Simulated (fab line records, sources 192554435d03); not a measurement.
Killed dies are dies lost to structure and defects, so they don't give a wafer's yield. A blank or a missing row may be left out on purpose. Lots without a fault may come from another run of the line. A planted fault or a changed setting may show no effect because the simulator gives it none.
One fault seen from 2 desks | flow n5_finfet | each desk has only its own numbers; what lay behind them comes last

THE METROLOGY DESK
What the gauges read, lot by lot, whatever tool the lot ran on: means of the sampled wafers that have a number. A lot is out of limits, marked OUT, if its mean lies more than 4 standard deviations from the usual mean; the brackets give that distance. Of its 11 readings 7 are shown: those that lie furthest out on some lot.
Columns: A = DIBL_P at N5_BEOL_M4_RC_MEAS_101, usual 36.5 mV/V; B = IOFF_N at N5_BEOL_M4_RC_MEAS_101, usual 0.16 nA/um; C = ION_N at N5_BEOL_M4_RC_MEAS_101, usual 675 uA/um; D = SS_N at N5_BEOL_M4_RC_MEAS_101, usual 71.6 mV/dec; E = SS_P at N5_BEOL_M4_RC_MEAS_101, usual 73.3 mV/dec; F = VT_N at N5_BEOL_M4_RC_MEAS_101, usual 249 mV; G = VT_P at N5_BEOL_M4_RC_MEAS_101, usual -250 mV
lot  | first seen here | A    | B    | C   | D    | E    | F   | G
L682 | day 5 10:07     | 36.2 | 0.15 | 676 | 71.5 | 73.6 | 252 | -253
L685 | day 6 05:09     | 35.3 | 0.13 | 680 | 71.2 | 73.1 | 253 | -254
L686 | day 6 08:04     | 37.2 | 0.17 | 675 | 72.1 | 73.8 | 248 | -246
L689 | day 7 05:13     | 33.3 | 0.11 | 663 | 70.6 | 71.8 | 254 | -251
L690 | day 7 11:24     | 35.5 | 0.14 | 658 | 71.5 | 72.8 | 253 | -251
L695 | day 8 14:57     | 37.3 | 0.19 | 671 | 71.9 | 74.0 | 249 | -251
L698 | day 9 18:04     | 37.7 | 0.16 | 667 | 72.4 | 73.9 | 251 | -254
L699 | day 9 21:05     | 34.6 | 0.15 | 685 | 71.3 | 72.7 | 247 | -245
L702 | day 10 15:10    | 33.9 | 0.14 | 677 | 71.5 | 73.2 | 249 | -252
This desk's finding: nothing out of limits on any of the 9 lots.

THE TOOL OWNER'S DESK: rie_si-04
The tool's own readings at N5_BEOL_M0_SAQP_MANDREL_ETCH_20 (etches a-Si in HBr/Cl2, stops on SiNx, target depth 60 nm, bt time 10 s, time 30 s): means of the sampled wafers that have a number, for each lot that ran on this tool. A lot is out of limits, marked OUT, if its mean lies more than 4 standard deviations from the usual mean; the brackets give that distance.
Columns: A = drypump_motor_current_A at N5_BEOL_M0_SAQP_MANDREL_ETCH_20, usual 6.0 A; B = mfc_cl2_sccm at N5_BEOL_M0_SAQP_MANDREL_ETCH_20, usual 80.03 sccm; C = oes_product_au at N5_BEOL_M0_SAQP_MANDREL_ETCH_20, usual 0.774 a.u.; D = rf_fwd_power_W at N5_BEOL_M0_SAQP_MANDREL_ETCH_20, usual 795.6 W; E = throttle_valve_pct at N5_BEOL_M0_SAQP_MANDREL_ETCH_20, usual 35.3 %
lot  | first seen here | A   | B     | C     | D     | E
L685 | day 6 05:29     | 6.4 | 80.15 | 0.768 | 793.7 | 35.4
L689 | day 7 05:34     | 5.9 | 80.05 | 0.775 | 797.0 | 35.4
L690 | day 7 11:44     | 6.5 | 80.09 | 0.749 | 795.3 | 35.4
L695 | day 8 15:17     | 6.1 | 80.06 | 0.742 | 800.9 | 35.7
This desk's finding: nothing out of limits on any of the 4 lots.

PUT TOGETHER
The metrology desk saw nothing out of limits.
The tool owner's desk saw nothing out of limits.

WHAT THE SIMULATOR HAD PUT IN
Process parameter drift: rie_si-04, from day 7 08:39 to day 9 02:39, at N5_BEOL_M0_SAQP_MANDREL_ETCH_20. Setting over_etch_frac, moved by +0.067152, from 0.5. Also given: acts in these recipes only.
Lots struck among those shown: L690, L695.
